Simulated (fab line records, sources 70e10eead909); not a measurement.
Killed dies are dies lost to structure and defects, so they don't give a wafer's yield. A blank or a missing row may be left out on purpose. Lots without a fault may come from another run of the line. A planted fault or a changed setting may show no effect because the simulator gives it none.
Problem report in the 8D (eight disciplines) form, filled by code | flow nand_harc | the parts of the form that need people (team, actions taken, sign-off) are left out

1. THE PROBLEM
killed_at_periphery at NHARC_END_SORT_01 reads a mean of 52.0 on 6 wafers of 2 lots; wafers without a fault read 3.2 with a standard deviation of 2.3. That is +21 standard deviations from the usual mean.
First seen on wafer L818.1, day 22 09:26, on prober-02. The record holds 6 wafers of 2 lots with a number at this step. Rule for "out", or "out of limits": more than 4 standard deviations from the usual mean. The other wafers with a number count as sound.

2. WHAT IT IS AND WHAT IT IS NOT
question                    | is                     | is not
which readings at this step | killed_at_periphery    | killed_at_array, killed_at_other, killed_open, killed_short
which lots                  | L816, L818             | -
which wafers of those lots  | all that have a number | -
read on which gauges        | prober-01, prober-02   | -
when                        | from day 22 09:26      | up to then (0 sound wafers)

3. SUSPECTS, AND WHAT RULES EACH OUT
Counting: a tool at a process step up to the reading stays a suspect if it ran every lot that is out and no sound lot after the first of them.
- the gauge at NHARC_END_SORT_01: ruled out. The wafers that are out were read on 2 gauges (prober-01, prober-02).
- pecvd-03 at NHARC_P_CONTACT_DEP_30 (deposits SiNx, target thk 30 nm): kept. It ran every lot that is out, first L818 (day 8 20:01), and no sound lot after that.
Left after counting: pecvd-03 at NHARC_P_CONTACT_DEP_30.

4. THE CAUSE (what the simulator had put in)
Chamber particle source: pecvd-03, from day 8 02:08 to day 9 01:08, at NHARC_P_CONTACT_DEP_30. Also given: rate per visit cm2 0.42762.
Counting left only this tool.

5. THE CHAIN OF EFFECTS, in route order
Each row: a reading whose mean over the struck wafers that have a number lies more than 3 standard deviations from the usual. Only readings for which the record gives a usual standard deviation are gone through. hours: the time from each lot's start at the first step in this table that gives one to its start at this step, as a median over the lots. sigmas: the change in usual standard deviations.
hours | step              | reading             | usual | on struck wafers | change | sigmas
0     | NHARC_END_SORT_01 | killed_at_periphery | 3.2   | 52.0             | +48.8  | +21
0     | NHARC_END_SORT_01 | killed_dies         | 33    | 75               | +42    | +3.2

6. WHAT WOULD HAVE CAUGHT IT SOONER
In this record the first reading out of limits at a measuring or inspecting step was taken at day 22 09:26, 343 hours after the fault began at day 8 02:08.
Of the tool readings at NHARC_P_CONTACT_DEP_30 for which the record gives a usual standard deviation, none was out on any struck wafer, so an alarm limit of 4 standard deviations on them would not have fired.
All the lots that are out (2) had begun NHARC_P_CONTACT_DEP_30 on pecvd-03 by day 22 09:26. A hold on the tool at that time would have spared none of them.
